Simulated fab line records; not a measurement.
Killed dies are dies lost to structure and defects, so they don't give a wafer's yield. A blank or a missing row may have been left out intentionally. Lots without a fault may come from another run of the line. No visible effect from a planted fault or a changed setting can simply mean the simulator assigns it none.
Comparing a struck lot with a sound one ; flow nandHarc ; 14 out of 1302 route steps
Sound: wafers L376.1, L376.2, L376.4. Struck: wafers L390.1, L390.4. Last of all comes the cause.
Per side, at each step with rows, come the tool, then ch with its chambers, and then its first start. Under that, the readings that differ: sound wafers ; struck wafers ; difference of the means ; sigmas: that difference in standard deviations of wafers without a fault.
alike: readings whose means differ by less than 2 such deviations, and words and numbers that are the same on both sides. not compared: withheld readings, readings that some wafer has no value for, bounds like >300 that may hide the same value, and numbers for which the record gives no deviation and whose values overlap.
A row with sigmas, a row that says differs or no value, or rows on one side alone: a step with any of these is where the two part. Non-overlapping numbers with no deviation appear without sigmas and do not part them. A reading that every wafer of one side lacks parts them only if that side has two wafers or more.

first, 1 step without rows for these wafers: NHARC_A_ONON_D1_DEP_03 (target thk 1000 nm).
NHARC_A_ONON_D1_THK_MEAS_05: measures by ellipsometry.
  sound on filmMetro-01 at day 8 17:28; struck on filmMetro-02 at day 14 17:50
  alike: thkNm
then NHARC_A_ONON_D1_DEP_06 (target thk 1000 nm), 1 step lacking rows for these wafers.
NHARC_A_ONON_D1_THK_MEAS_08: measures by ellipsometry.
  sound on filmMetro-02 at day 8 18:01; struck on filmMetro-01 at day 14 18:24
  alike: thkNm
then NHARC_A_ONON_D1_DEP_09 (target thk 1000 nm), 1 step lacking rows for these wafers.
NHARC_A_ONON_D1_THK_MEAS_11: measures by ellipsometry.
  sound on filmMetro-02 at day 8 18:35; struck on filmMetro-01 at day 14 18:58
  alike: thkNm
then NHARC_A_ONON_D1_DEP_12 (target thk 1000 nm), 1 step lacking rows for these wafers.
NHARC_A_ONON_D1_THK_MEAS_14: measures by ellipsometry.
  sound on filmMetro-02 at day 8 19:09; struck on filmMetro-01 at day 14 19:32
reading;sound;struck;difference;sigmas
thkNm (nm);987 990 990;1020 1022;+32;+4
then, 2 steps without rows for these wafers: NHARC_A_ONON_D1_ANNEAL_15 (time 3600 s); NHARC_A_ONON_D1_DEP_16 (target thk 1000 nm).
NHARC_A_ONON_D1_THK_MEAS_18: measures by ellipsometry.
  sound on filmMetro-02 at day 9 02:58; struck on filmMetro-02 at day 15 03:23
reading;sound;struck;difference;sigmas
thkNm (nm);982 981 983;1005 1007;+24;+2
NHARC_A_ONON_D1_DEP_19: target thk 1000 nm.
  sound on pecvdOnon-01 ch 0, day 9 03:01; struck on pecvdOnon-03 ch 0, day 15 03:26
NHARC_A_ONON_D1_THK_MEAS_21: measures by ellipsometry.
  sound on filmMetro-02 at day 9 03:31; struck on filmMetro-01 at day 15 03:56
reading;sound;struck;difference;sigmas
thkNm (nm);998 998 999;549 552;-448;-46
then NHARC_A_ONON_D1_DEP_22 (target thk 1000 nm), 1 step lacking rows for these wafers.

== WHERE THEY PART ==
Earliest at NHARC_A_ONON_D1_THK_MEAS_14; latest, in this record, at NHARC_A_ONON_D1_THK_MEAS_21.

WHY: what the simulator had put in
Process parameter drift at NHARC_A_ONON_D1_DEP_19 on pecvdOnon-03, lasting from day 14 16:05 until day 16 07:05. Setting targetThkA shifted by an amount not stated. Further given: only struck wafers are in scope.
